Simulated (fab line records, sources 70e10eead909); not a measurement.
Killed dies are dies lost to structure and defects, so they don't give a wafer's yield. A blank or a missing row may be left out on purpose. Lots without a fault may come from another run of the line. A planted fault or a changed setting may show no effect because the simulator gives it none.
Chamber matching | flow nand_harc | NHARC_A_BONDPAD_STRIP_15 on rie_diel-06: 4 sister chambers
The step strips in O2. 18 wafers are shown with their chamber, then 9 later ones without.

WAFERS WITH THEIR CHAMBER
wafer  | chamber | drypump_motor_current_A (A) | showerhead_plenum_p_Torr (Torr) | oes_product_au (a.u.)
L075.1 | 0       | 5.5                         | 3.27                            | 0.995
L075.2 | 3       | 6.4                         | 3.49                            | 1.002
L075.4 | 1       | 5.5                         | 3.54                            | 0.981
L081.2 | 2       | 5.3                         | 3.74                            | 1.000
L081.3 | 3       | 6.4                         | 3.48                            | 1.002
L081.5 | 1       | 5.4                         | 3.53                            | 1.011
L082.1 | 2       | 5.3                         | 3.74                            | 1.016
L082.4 | 0       | 5.5                         | 3.80                            | 1.011
L082.5 | 0       | 5.5                         | 3.80                            | 1.005
L084.2 | 2       | 5.3                         | 3.74                            | 1.005
L084.4 | 1       | 5.4                         | 3.53                            | 0.996
L084.6 | 3       | 6.4                         | 3.48                            | 0.996
L083.2 | 2       | 5.3                         | 3.74                            | 1.015
L083.4 | 1       | 5.4                         | 3.53                            | 0.999
L083.6 | 1       | 5.4                         | 3.53                            | 1.014
L085.4 | 0       | 5.5                         | 3.80                            | 1.006
L085.5 | 3       | 6.4                         | 3.48                            | 1.002
L085.6 | 0       | 5.5                         | 3.80                            | 1.013

SIGNATURES (means of the wafers above)
reading                  | chamber 0 | chamber 1 | chamber 2 | chamber 3 | scatter within a chamber
drypump_motor_current_A  | 5.500     | 5.420     | 5.300     | 6.400     | 0.0239
showerhead_plenum_p_Torr | 3.6940    | 3.5320    | 3.7400    | 3.4825    | 0.127
oes_product_au           | 1.00600   | 1.00020   | 1.00900   | 1.00050   | 0.00886
Rule: a wafer's distance from a chamber is the root of the sum, over the readings, of the square of ((its reading less the chamber's mean) divided by the reading's scatter). The wafer belongs to the nearest chamber; if the next one is less than 2 further off, it can't be placed. The scatter: the root of (the sum of the squares of (reading less its chamber's mean) over the shown wafers, divided by (wafers less chambers)).

WAFERS WITHOUT THEIR CHAMBER
wafer  | drypump_motor_current_A (A) | showerhead_plenum_p_Torr (Torr) | oes_product_au (a.u.)
L086.2 | 5.3                         | 3.73                            | 1.016
L086.4 | 5.5                         | 3.80                            | 0.998
L086.6 | 5.3                         | 3.73                            | 1.010
L089.1 | 6.4                         | 3.48                            | 0.990
L089.4 | 5.3                         | 3.73                            | 1.010
L089.5 | 5.5                         | 3.80                            | 1.004
L090.3 | 5.5                         | 3.53                            | 0.994
L090.4 | 6.4                         | 3.48                            | 0.994
L090.6 | 5.5                         | 3.80                            | 0.991

WHICH CHAMBER EACH WENT THROUGH
wafer  | from the rows above     | in truth
L086.2 | 2                       | 2
L086.4 | 0                       | 0
L086.6 | 2                       | 2
L089.1 | 3                       | 3
L089.4 | 2                       | 2
L089.5 | 0                       | 0
L090.3 | can't be placed: 0 or 1 | 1
L090.4 | 3                       | 3
L090.6 | 0                       | 0
Placed correctly: 8 of 9. Can't be placed from these rows: 1 (the true chamber is among the candidates in 1). Placed wrongly: 0.
